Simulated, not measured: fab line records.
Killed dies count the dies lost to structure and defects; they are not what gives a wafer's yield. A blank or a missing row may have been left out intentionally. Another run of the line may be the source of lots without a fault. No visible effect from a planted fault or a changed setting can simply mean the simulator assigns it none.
2 desks, one fault + flow nandHarc + only its own numbers are on each desk; what lay behind them is given at the end

METROLOGY DESK
Lot by lot, what the gauges showed, no matter which tool ran the lot: averages of those sampled wafers that carry a number. Marked OUT: a lot whose mean sits more than 4 standard deviations from the usual mean, which makes it out of limits; the brackets give that distance.
Columns: A = cdNm at NHARC_A_M0_CD_MEAS_09, usual 79.9 nm
| lot  | first seen here | A               |
|------|-----------------|-----------------|
| L940 | day 23 14:39    | 79.7            |
| L946 | day 25 20:59    | 85.6 (+9.8) OUT |
| L948 | day 26 22:23    | 85.2 (+9.2) OUT |
| L950 | day 27 05:53    | 79.4            |
| L955 | day 28 16:56    | 79.5            |
| L957 | day 30 04:16    | 79.9            |
| L960 | day 30 20:08    | 80.3            |
| L959 | day 31 05:13    | 79.5            |
| L962 | day 32 00:19    | 80.5            |
| L963 | day 32 10:27    | 80.0            |
This desk finds L946, L948 out of limits, L946 being first, at day 25 20:59 (cdNm at NHARC_A_M0_CD_MEAS_09). L940, L950, L955, L957, L960, L959, L962, L963 stayed within limits.

AT THE TOOL OWNER'S DESK: lithoTrack-01
The tool's own readings at NHARC_A_M0_PEB_07 (peb time 65 s): means of the sampled wafers that have a number, for each lot that ran on this tool. Marked OUT: a lot whose mean sits more than 4 standard deviations from the usual mean, which makes it out of limits; the brackets give that distance.
Columns: A = heaterPowerTotalW at NHARC_A_M0_PEB_07, usual 156.7 W; B = plateTempC at NHARC_A_M0_PEB_07, usual 100.00 C
| lot  | first seen here | A                | B                |
|------|-----------------|------------------|------------------|
| L940 | day 23 14:34    | 156.6            | 100.19           |
| L946 | day 25 20:55    | 159.9 (+7.9) OUT | 101.51 (+12) OUT |
| L948 | day 26 22:18    | 160.4 (+9.0) OUT | 101.61 (+12) OUT |
| L957 | day 30 04:11    | 157.1            | 100.13           |
| L960 | day 30 20:04    | 156.6            | 99.97            |
| L959 | day 31 05:09    | 156.7            | 99.98            |
| L962 | day 32 00:14    | 156.3            | 99.77            |
| L963 | day 32 10:22    | 157.1            | 99.95            |
This desk finds L946, L948 out of limits, L946 being first, at day 25 20:55 (heaterPowerTotalW at NHARC_A_M0_PEB_07). L940, L957, L960, L959, L962, L963 stayed within limits.

PUT TOGETHER
On L946, L948, at day 25 20:55, an alarm was possible from the tool owner's desk.
An alarm was possible from the metrology desk at day 25 20:59, on L946, L948.
On lithoTrack-01, each named lot ran NHARC_A_M0_PEB_07.

WHAT THE SIMULATOR HAD INSERTED
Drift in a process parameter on lithoTrack-01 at NHARC_A_M0_PEB_07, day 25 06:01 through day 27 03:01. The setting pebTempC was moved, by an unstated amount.
Shown lots that were struck: L946, L948.
Time in hours from fault onset to the first out-of-limits reading at each desk: tool owner's desk 15, metrology desk 15.
